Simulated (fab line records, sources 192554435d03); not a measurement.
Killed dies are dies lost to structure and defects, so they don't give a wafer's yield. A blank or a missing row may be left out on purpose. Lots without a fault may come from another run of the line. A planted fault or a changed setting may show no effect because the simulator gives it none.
Chamber matching | flow n5_finfet | N5_BEOL_M9_CMP_52 on cmp-01: 4 sister chambers
The step polishes, stops on SiCOH lowk, t overpolish 7 s, target thk 140 nm. 7 wafers are shown with their chamber, then 7 later ones without.

WAFERS WITH THEIR CHAMBER
wafer  | chamber | motor_current_A (A) | time_to_endpoint_s (s)
L086.2 | 0       | 4.6                 | 66.6
L086.4 | 2       | 5.5                 | 64.6
L089.3 | 0       | 5.0                 | 63.3
L083.3 | 1       | 6.3                 | 69.2
L083.5 | 3       | 4.7                 | 68.3
L092.1 | 3       | 4.7                 | 68.9
L092.2 | 1       | 6.2                 | 71.0

WAFERS WITHOUT THEIR CHAMBER
wafer  | motor_current_A (A) | time_to_endpoint_s (s)
L092.6 | 4.7                 | 65.8
L094.1 | 4.9                 | 67.7
L094.2 | 6.5                 | 71.7
L094.3 | 5.4                 | 65.3
L096.2 | 5.0                 | 68.4
L096.3 | 5.6                 | 66.2
L096.6 | 5.0                 | 67.2

WHICH CHAMBER EACH WENT THROUGH
wafer  | from the rows above          | in truth
L092.6 | can't be placed: 0 or 3      | 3
L094.1 | can't be placed: 3 or 0      | 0
L094.2 | 1                            | 1
L094.3 | 2                            | 2
L096.2 | can't be placed: 3 or 0      | 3
L096.3 | 2                            | 2
L096.6 | can't be placed: 0 or 3 or 2 | 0
Placed correctly: 3 of 7. Can't be placed from these rows: 4 (the true chamber is among the candidates in 4). Placed wrongly: 0.
How it was worked out, from the rows above alone: a wafer's distance from a chamber is the root of the sum, over the readings, of the square of ((its reading less the chamber's mean) divided by the reading's scatter). The wafer belongs to the nearest chamber; if the next one is less than 2 further off, it can't be placed. A chamber's mean is the mean of its shown wafers. The scatter: the root of (the sum of the squares of (reading less its chamber's mean) over the shown wafers, divided by (wafers less chambers)).
